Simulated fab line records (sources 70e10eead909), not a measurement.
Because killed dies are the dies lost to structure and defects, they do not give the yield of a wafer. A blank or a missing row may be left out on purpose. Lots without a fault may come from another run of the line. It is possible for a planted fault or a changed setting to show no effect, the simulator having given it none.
Chamber matching    flow nand-harc    rie-diel-07 running NHARC_P_GATE_ETCH_104: 4 sister chambers
The step etches the open film in CF4/CHF3, target depth 60 nm. 14 wafers are shown with their chamber, then 7 later ones without.

## WAFERS WITH THEIR CHAMBER
wafer   chamber  drypump-motor-current-A (A)  rf-vpp-V (V)  oes-product-au (a.u.)
L177.1  3        5.69                         368.1         0.941
L177.2  0        5.97                         371.0         0.946
L177.5  0        6.01                         372.3         0.954
L181.1  0        5.99                         371.6         0.930
L181.3  1        5.66                         375.4         0.918
L181.4  2        5.94                         368.5         0.929
L186.1  0        5.87                         372.5         0.923
L186.2  1        5.64                         374.0         0.905
L186.6  2        5.94                         368.7         0.921
L190.2  2        5.94                         369.1         0.950
L190.4  3        5.67                         368.0         0.946
L190.5  3        5.69                         369.5         0.945
L195.4  3        5.72                         368.8         0.962
L195.5  2        5.95                         368.4         0.964

SIGNATURES, as means of the wafers listed above
reading                  chamber 0  chamber 1  chamber 2  chamber 3  scatter within a chamber
drypump-motor-current-A  5.9600     5.6500     5.9425     5.6925     0.0363
rf-vpp-V                 371.850    374.700    368.675    368.600    0.643
oes-product-au           0.93825    0.91150    0.94100    0.94850    0.0145
Rule: for a wafer and a chamber, the distance is found by dividing, reading by reading, the gap between the wafer's reading and the chamber's mean by the reading's scatter, squaring, summing and taking the root. The wafer belongs to the nearest chamber; if the next one is less than 2 further off, it can't be placed. The scatter is the square root of a quotient: the sum, over the shown wafers, of each reading's squared deviation from its chamber's mean, divided by wafers minus chambers.

## WAFERS WITHOUT THEIR CHAMBER
wafer   drypump-motor-current-A (A)  rf-vpp-V (V)  oes-product-au (a.u.)
L195.6  5.71                         368.1         0.961
L199.2  5.65                         374.3         0.913
L199.3  5.71                         369.2         0.914
L199.6  5.93                         368.6         0.935
L200.2  5.99                         372.4         0.934
L200.4  5.67                         373.2         0.924
L200.6  5.99                         372.0         0.928

## WHICH CHAMBER EACH WENT THROUGH
wafer   from the rows above  in truth
L195.6  3                    3
L199.2  1                    1
L199.3  3                    3
L199.6  2                    2
L200.2  0                    0
L200.4  1                    1
L200.6  0                    0
7 of 7 placed correctly. Number that these rows cannot place: 0. 0 placed wrongly.
